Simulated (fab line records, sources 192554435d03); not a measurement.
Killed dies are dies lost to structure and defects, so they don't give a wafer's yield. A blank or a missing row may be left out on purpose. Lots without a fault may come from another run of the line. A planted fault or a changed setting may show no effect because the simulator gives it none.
fab line records | flow n5_finfet | part 2 of 2: steps 19 to 31 of 31
record lots=5 wafers=15 last_day=16
route steps=1938 shown HKMG_FIN@394
lots that met no fault: from a run of the same line without faults
start_h: hours from the record's first day to the start of the lot's first wafer shown | wait_h: hours since the lot's step before | " the same as in the row above | L1.1+2: a row that stands for several wafers | - no value, or no start given | * or withheld: withheld | < > ~ a bound
route shown NAME@n: a module of which the file shows steps, and the number in the route of the first | usual: mean/standard deviation of fault-free wafers | same: alike in all rows | chamber/n: place in a boat | sites: the reading at each site | _std_site: their standard deviation | _edge_site: outer sites' mean less inner sites' | radius_mm: how far each site lies from the wafer's centre | mask NAME#n: copy n | behind: the tool/chamber that last shaped the wafer | hold: why the lot was held/for how many hours/how that ended | device: the transistor (n, p or np) that didn't switch | end of line: the same wafers' tests at the end of the route | a step without rows: its recipe alone | killed: dies lost to structure and defects at the first sort, not the wafer's yield | map: a wafer's dies, x killed, . not, _ none there
set.NAME: the setting as run; set.NAME@STEP: as run at that earlier step | model.NAME: the simulator's own value behind a step, which no gauge read
lots at some steps of the route; a table a step, a row a wafer
services: from which hour (start_h, from the record's first day; less than 0 if before it) a tool's chamber was out of use, for how many hours, and why
## steps
# step N5_HKMG_FIN_ALD_79
# recipe material=TiN target_thk_a=15 temp_c=400 ald_precursor_family=TiCl4 ald_co_reactant=NH3 pulse_time_s=1 purge_time_s=3 co_reactant_purge_time_s=2 co_reactant_pulse_time_s=2 ald_cycles=68 pressure_torr=3
# usual heater_power_w=893/99 precursor_pulse_height_rel=1.000/0.023
# columns lot.wafer tool chamber start_h wait_h heater_power_w precursor_pulse_height_rel
L075.4 ald_metal-03 3 79.04 0.0 734 0.990
L075.5 " 2 " " 1062 0.988
L075.6 " 3 " " 743 1.028
L078.1 ald_metal-03 3 96.41 0.0 774 0.976
L078.2 " 2 " " 1110 1.006
L078.3 " 0 " " 862 0.996
L080.2 ald_metal-01 2 111.58 0.0 957 1.022
L080.3 " 1 " " 1034 1.013
L080.6 " 0 " " 943 1.046
L085.4 ald_metal-04 2 140.30 0.0 780 0.997
L085.5 " 3 " " 844 1.000
L085.6 " 0 " " 958 0.991
L093.2 ald_metal-01 0 187.20 0.0 934 1.007
L093.5 " 1 " " 1013 0.978
L093.6 " 0 " " 932 0.974
# step N5_HKMG_FIN_CVD_62
# recipe material=a-Si target_thk_a=30 temp_c=500 precursor=Si2H6 pressure_torr=1 time_s=20.8
# usual heater_power_w=1515/95
# columns lot.wafer tool chamber start_h wait_h heater_power_w
L075.4 thermal_cvd_si-01 0 79.45 0.2 1452
L075.5 " 1 " " 1472
L075.6 " 2 " " 1706
L078.1 thermal_cvd_si-02 1 96.78 0.2 1446
L078.2 " 2 " " 1593
L078.3 " 0 " " 1420
L080.2 thermal_cvd_si-02 0 111.94 0.2 1397
L080.3 " 1 " " 1441
L080.6 " 2 " " 1560
L085.4 thermal_cvd_si-01 1 140.72 0.2 1486
L085.5 " 2 " " 1706
L085.6 " 0 " " 1478
L093.2 thermal_cvd_si-02 2 187.56 0.2 1568
L093.5 " 1 " " 1469
L093.6 " 2 " " 1605
# step N5_HKMG_FIN_RTA_80
# recipe temp_c=withheld time_s=2 ambient=N2 idle_temp_c=600 ramp_up_c_per_s=150 ramp_down_c_per_s=60 cool_to_c=600
# columns lot.wafer tool chamber start_h wait_h
L075.4+5+6 rtp_anneal-02 0 79.60 0.1
L078.1+2+3 rtp_anneal-02 0 96.92 0.1
L080.2+3+6 rtp_anneal-02 0 112.10 0.1
L085.4+5+6 rtp_anneal-02 0 140.86 0.1
L093.2+5+6 rtp_anneal-02 0 187.76 0.2
# step N5_HKMG_FIN_PRECLEAN_64
# recipe chemistry=dHF time_s=30 temp_c=25 dilution=withheld
# columns lot.wafer tool chamber start_h wait_h
L075.4+5+6 wet_bench-06 5,3,6 79.68 0.1
L078.1+2+3 wet_bench-03 1,3,4 97.06 0.1
L080.2+3+6 wet_bench-06 5,7,6 112.22 0.1
L085.4+5+6 wet_bench-06 7,0,3 140.95 0.1
L093.2+5+6 wet_bench-04 1,3,7 187.90 0.1
# step N5_HKMG_FIN_WET_ETCH_65
# recipe chemistry=TMAH temp_c=70 conc_wt_pct=5 target=a-Si stop_on=TiN time_s=49 target_depth_nm=3
# columns lot.wafer tool chamber start_h wait_h
L075.4+5+6 wet_bench-06 5,3,6 79.69 0.0
L078.1+2+3 wet_bench-03 1,3,4 97.07 0.0
L080.2+3+6 wet_bench-06 5,7,6 112.23 0.0
L085.4+5+6 wet_bench-06 7,0,3 140.96 0.0
L093.2+5+6 wet_bench-04 1,3,7 187.91 0.0
# step N5_HKMG_FIN_WET_ETCH_81
# recipe chemistry=SC1 target=TiN stop_on=HfO2 mix=1:1:5 temp_c=60 time_s=57 target_depth_nm=6
# columns lot.wafer tool chamber start_h wait_h
L075.4+5+6 wet_bench-06 5,3,6 79.71 0.0
L078.1+2+3 wet_bench-03 1,3,4 97.09 0.0
L080.2+3+6 wet_bench-06 5,7,6 112.25 0.0
L085.4+5+6 wet_bench-06 7,0,3 140.97 0.0
L093.2+5+6 wet_bench-04 1,3,7 187.93 0.0
# step N5_HKMG_FIN_WET_ETCH_82
# recipe chemistry=dHCl mix=1:10000 temp_c=25 target=La2O3 stop_on=HfO2 target_depth_nm=2 dry=ipa_marangoni rinse_time_s=30 rinse_temp_c=23
# same rinse_time_s=30
# columns lot.wafer tool chamber start_h wait_h
L075.4+5+6 wet_bench-06 5,3,6 79.74 0.0
L078.1+2+3 wet_bench-03 1,3,4 97.12 0.0
L080.2+3+6 wet_bench-06 5,7,6 112.28 0.0
L085.4+5+6 wet_bench-06 7,0,3 141.00 0.0
L093.2+5+6 wet_bench-04 1,3,7 187.96 0.0
# step N5_HKMG_FIN_ALD_36
# recipe material=TiN target_thk_a=10 temp_c=400 ald_precursor_family=TiCl4 ald_co_reactant=NH3 pulse_time_s=1 purge_time_s=3 co_reactant_purge_time_s=2 co_reactant_pulse_time_s=2 ald_cycles=47 pressure_torr=3
# usual heater_power_w=907/97 precursor_pulse_height_rel=0.999/0.018
# columns lot.wafer tool chamber start_h wait_h heater_power_w precursor_pulse_height_rel
L075.4 ald_metal-01 3 79.80 0.0 815 1.031
L075.5 " 3 " " 799 0.973
L075.6 " 2 " " 956 1.007
L078.1 ald_metal-01 0 97.18 0.0 938 1.007
L078.2 " 1 " " 1026 0.959
L078.3 " 2 " " 949 0.981
L080.2 ald_metal-01 0 112.34 0.0 945 0.997
L080.3 " 1 " " 1026 1.002
L080.6 " 1 " " 1030 0.977
L085.4 ald_metal-03 1 141.06 0.0 804 1.007
L085.5 " 2 " " 1052 0.993
L085.6 " 3 " " 764 0.986
L093.2 ald_metal-04 3 188.02 0.0 835 0.977
L093.5 " 3 " " 842 0.977
L093.6 " 0 " " 954 1.023
# step N5_HKMG_FIN_THK_MEAS_70
# recipe thk_meas_gauge=xrf reads=HfO2_of_HKMG_FIN_HK_ALD_01
# usual HK_THK=1.626/0.019
# columns lot.wafer tool chamber start_h wait_h HK_THK[nm]
L075.4 film_metro-01 - 80.08 0.2 1.641
L075.5 " - " " 1.629
L075.6 " - " " 1.634
L078.1 film_metro-01 - 97.46 0.2 1.630
L078.2 " - " " 1.630
L078.3 " - " " 1.623
L080.2 film_metro-01 - 112.62 0.2 1.636
L080.3 " - " " 1.653
L080.6 " - " " 1.641
L085.4 film_metro-01 - 141.35 0.2 1.634
L085.5 " - " " 1.663
L085.6 " - " " 1.642
L093.2 film_metro-02 - 188.30 0.2 1.618
L093.5 " - " " 1.615
L093.6 " - " " 1.601
# step N5_HKMG_FIN_PWFM_ALD_03
# recipe material=TiN target_thk_a=20 temp_c=400 ald_precursor_family=TiCl4 ald_co_reactant=NH3 pulse_time_s=1 purge_time_s=3 co_reactant_purge_time_s=2 co_reactant_pulse_time_s=2 ald_cycles=91 pressure_torr=3
# usual heater_power_w=904/100 precursor_pulse_height_rel=1.000/0.022
# columns lot.wafer tool chamber start_h wait_h heater_power_w precursor_pulse_height_rel
L075.4 ald_metal-03 1 80.12 0.0 785 0.991
L075.5 " 0 " " 874 1.003
L075.6 " 3 " " 761 1.035
L078.1 ald_metal-03 0 97.50 0.0 852 1.017
L078.2 " 2 " " 1042 1.011
L078.3 " 3 " " 758 0.986
L080.2 ald_metal-03 2 112.66 0.0 1051 0.963
L080.3 " 0 " " 880 1.017
L080.6 " 3 " " 744 1.010
L085.4 ald_metal-01 0 141.38 0.0 955 1.031
L085.5 " 1 " " 1017 1.020
L085.6 " 0 " " 917 1.002
L093.2 ald_metal-03 2 188.34 0.0 1041 0.983
L093.5 " 2 " " 1073 1.011
L093.6 " 3 " " 769 0.980
# step N5_HKMG_FIN_COAT_29
# recipe resist=SOC temp_c=250 time_s=60 spin_rpm=1500 resist_thk_nm=300
# columns lot.wafer tool chamber start_h wait_h
L075.4+5+6 litho_track-01 0 80.59 0.2
L078.1+2+3 litho_track-02 0 97.98 0.3
L080.2+3+6 litho_track-01 0 113.13 0.2
L085.4+5+6 litho_track-01 0 141.85 0.2
L093.2+5+6 litho_track-05 0 188.81 0.2
# step N5_HKMG_FIN_COAT_30
# recipe resist=SiARC temp_c=220 time_s=60 spin_rpm=1500 resist_thk_nm=35
# columns lot.wafer tool chamber start_h wait_h
L075.4+5+6 litho_track-01 0 - -
L078.1+2+3 litho_track-02 0 - -
L080.2+3+6 litho_track-01 0 - -
L085.4+5+6 litho_track-01 0 - -
L093.2+5+6 litho_track-05 0 - -
# step N5_HKMG_FIN_COAT_06
# recipe resist=CAR-ArF spin_rpm=1500 resist_thk_nm=90
# columns lot.wafer tool chamber start_h wait_h
L075.4+5+6 litho_track-01 0 - -
L078.1+2+3 litho_track-02 0 - -
L080.2+3+6 litho_track-01 0 - -
L085.4+5+6 litho_track-01 0 - -
L093.2+5+6 litho_track-05 0 - -
## services
# columns tool chamber start_h hours kind
rie_diel-02 - 55.82 15.6 pm
arfi_scanner-03 - 57.01 3.1 pm
rie_diel-05 0 62.35 5.0 repair
ald_metal-01 - 64.52 2.8 pm
plasma_asher-02 - 77.58 0.3 repair
ald_metal-03 1 87.34 3.2 repair
arfi_scanner-03 - 87.60 1.3 pm
rie_diel-01 1 88.68 15.3 repair
plasma_asher-02 - 89.32 2.0 repair
wet_bench-06 - 91.50 6.0 repair
plasma_asher-02 - 92.62 0.3 repair
ald_metal-04 - 107.79 28.1 pm
thermal_cvd_si-02 0 126.29 66.6 repair
rie_diel-01 1 126.77 8.7 repair
rtp_anneal-02 - 129.34 3.2 pm
arfi_scanner-03 - 135.23 1.0 pm
rie_diel-05 0 141.50 9.7 repair
arfi_scanner-03 - 147.48 3.9 pm
thermal_cvd_si-02 2 148.25 17.2 repair
ald_metal-03 1 150.45 11.6 repair
rie_diel-05 1 163.92 15.8 repair
plasma_asher-02 - 164.43 2.8 pm
arfi_scanner-03 - 167.10 0.8 pm
wet_bench-03 - 187.30 4.1 repair
